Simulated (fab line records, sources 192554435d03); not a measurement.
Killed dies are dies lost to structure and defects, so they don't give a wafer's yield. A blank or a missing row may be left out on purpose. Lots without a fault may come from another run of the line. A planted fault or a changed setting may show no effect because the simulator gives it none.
A struck lot beside a sound one | flow n5_finfet | 16 steps out of a route of 1938
Sound: wafers L992.1, L992.5, L992.6. Struck: wafers L989.4, L989.5, L989.6. The cause comes at the end.
At each step with rows: each side's tool, then ch and its chambers, then its first start. Under that, the readings that differ: sound wafers | struck wafers | difference of the means | sigmas: that difference in standard deviations of wafers without a fault.
alike: readings whose means differ by less than 2 such deviations, and words and numbers that are the same on both sides. not compared: withheld readings, readings that some wafer has no value for, bounds like >300 that may hide the same value, and numbers for which the record gives no deviation and whose values overlap.
The two part at a step that has a row with sigmas, a row that says differs or no value, or rows on one side only. Numbers that don't overlap but have no deviation are shown without sigmas and don't part them. A reading that every wafer of one side lacks parts them only if that side has two wafers or more.

first, 9 steps without rows for these wafers: N5_BEOL_M4_SOFTBAKE_23 (time 60 s); N5_BEOL_M4_EXPOSE_25 (exposes mask V3, defocus 5 nm); N5_BEOL_M4_PEB_26 (peb time 60 s); N5_BEOL_M4_DEVELOP_27 (develop time 30 s); N5_BEOL_M4_DESCUM_33 (chemistry O2, time 7 s); N5_BEOL_M4_ETCH_77 (etches underlayer in N2/H2, target depth 6.5 nm, time 5.2 s); N5_BEOL_M4_ETCH_69 (etches SiARC in CF4, target depth 15.6 nm, time 26 s); N5_BEOL_M4_ALD_98 (deposits SiO2, target thk 2.5 nm, pulse time 1 s, co reactant pulse time 1 s); N5_BEOL_M4_ETCHBACK_99 (etches SiO2 in CHF3, target depth 5 nm, time 10.4 s).
N5_BEOL_M4_ETCH_70: etches SOC in N2/H2, target depth 80 nm, overetch 24 nm, time 130 s.
  sound on rie_diel-05 ch 1,2, day 13 01:56; struck on rie_diel-02 ch 1,2, day 12 01:41
  no value came back on the struck wafers for any of 7 readings (bias_w (W), chamber_pressure_mTorr (mTorr) and others); on the sound wafers bias_w (W) reads 149.6 149.1 150.3
  reading                                         | sound       | struck         | difference | sigmas
  model.CAR-EUV_of_BEOL_M4_COAT_22.thk_nm (nm)    | 0 0 0       | 10.4 10.4 10.4 | +10.4      |
  model.SiARC_of_BEOL_M4_COAT_68.thk_nm (nm)      | 5.6 5.6 5.8 | 12 12 12       | +6         |
  model.underlayer_of_BEOL_M4_COAT_76.thk_nm (nm) | 0 0 0       | 5 5 5          | +5         |
  not compared: rf_hours_counter_h
then, 2 steps without rows for these wafers: N5_BEOL_M4_STRIP_71 (strips in N2/H2); N5_BEOL_M4_STRIP_78 (strips in N2/H2).
N5_BEOL_M4_VIA_ETCH_34: etches the open film in C4F6/O2, target depth 69.4 nm, time 65.9 s.
  sound on rie_diel-05 ch 1,2, day 13 02:02; struck on rie_diel-02 ch 1,2, day 12 01:50
  reading               | sound          | struck         | difference | sigmas
  oes_product_au (a.u.) | 0.86 0.86 0.67 | 0.32 0.31 0.28 | -0.49      | -6
  rf_vpp_V (V)          | 669 673 678    | 655 656 643    | -22        | -2
  alike: C4F6_flow_sccm, O2_flow_sccm, drypump_motor_current_A, showerhead_plenum_p_Torr, throttle_valve_pct
  not compared: rf_hours_counter_h
then, 1 step without rows for these wafers: N5_BEOL_M4_STRIP_83 (strips in C4F6/O2).
N5_BEOL_M4_RC_MEAS_101:
  the record has rows for the sound wafers here (prober-02 ch 0, day 13 06:40) and none for the struck ones
-- the record jumps here: 6 days lie between the struck wafers' starts before and after (it left off in module BEOL_M4 and takes up again in module PASSIVATION, whose first step shown is number 1936 of the route) --
N5_PASSIVATION_PROBE_49:
  sound on prober-01, day 18 02:43; struck on prober-01, day 17 17:03
  reading                  | sound          | struck         | difference | sigmas
  defect_limited_yield (%) | 91.4 90.3 91.9 | 0 0 0          | -91        | -61
  killed_at_M4_up          | 17 12 11       | 1090 1081 1071 | +1067      | +99 or more
  killed_dies              | 101 114 95     | 1180 1180 1180 | +1077      | +60
  killed_on_rim            | 17 16 9        | 152 152 152    | +138       | +34
  sort_bin_5_function (%)  | 3.6 5.3 5.4    | 96.5 96.3 95.8 | +91.4      | +91
  sort_n_pass              | 1079 1066 1085 | 0 0 0          | -1077      | -60
  sort_yield_pct (%)       | 91.4 90.3 91.9 | 0 0 0          | -91        | -61
  alike: killed_at_M0_to_M3, killed_at_contacts, killed_at_front_end, killed_at_other, killed_open, killed_short, sort_bin_6_memory

WHERE THEY PART
First at N5_BEOL_M4_ETCH_70; last, within this record, at N5_PASSIVATION_PROBE_49.

WHY: what the simulator had put in
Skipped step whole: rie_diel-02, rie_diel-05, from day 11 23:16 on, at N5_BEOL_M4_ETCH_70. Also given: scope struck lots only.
